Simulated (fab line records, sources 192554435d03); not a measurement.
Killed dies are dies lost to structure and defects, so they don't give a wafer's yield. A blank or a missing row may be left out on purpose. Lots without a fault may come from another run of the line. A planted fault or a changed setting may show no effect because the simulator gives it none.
Chamber matching | flow n5_finfet | N5_MOL_CONTACT_COAG_ALD_131 on ald_sin-03: 4 sister chambers
The step deposits SiO2, target thk 5 nm, pulse time 1 s, co reactant pulse time 1 s. 4 wafers are shown with their chamber, then 11 later ones without.

WAFERS WITH THEIR CHAMBER
wafer  | chamber | heater_power_w (W)
L081.2 | 1       | 86
L082.5 | 3       | 89
L083.1 | 2       | 85
L084.2 | 0       | 71

WAFERS WITHOUT THEIR CHAMBER
wafer  | heater_power_w (W)
L084.3 | 88
L084.6 | 86
L085.1 | 73
L085.4 | 87
L085.5 | 88
L092.2 | 87
L092.5 | 87
L092.6 | 85
L095.1 | 71
L095.4 | 78
L095.6 | 68

WHICH CHAMBER EACH WENT THROUGH
wafer  | from the rows above               | in truth
L084.3 | can't be placed: 3 or 1 or 2      | 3
L084.6 | can't be placed: 1 or 2 or 3      | 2
L085.1 | 0                                 | 0
L085.4 | can't be placed: 1 or 2 or 3      | 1
L085.5 | can't be placed: 3 or 1 or 2      | 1
L092.2 | can't be placed: 1 or 2 or 3      | 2
L092.5 | can't be placed: 1 or 2 or 3      | 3
L092.6 | can't be placed: 2 or 1 or 3      | 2
L095.1 | 0                                 | 0
L095.4 | can't be placed: 0 or 2 or 1 or 3 | 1
L095.6 | 0                                 | 0
Placed correctly: 3 of 11. Can't be placed from these rows: 8 (the true chamber is among the candidates in 8). Placed wrongly: 0.
How it was worked out, from the rows above alone: a wafer's distance from a chamber is the root of the sum, over the readings, of the square of ((its reading less the chamber's mean) divided by the reading's scatter). The wafer belongs to the nearest chamber; if the next one is less than 2 further off, it can't be placed. A chamber's mean is the mean of its shown wafers. The scatter: with one shown wafer a chamber, the root of the mean of the squares of how far each hidden wafer lies from its nearest shown one.
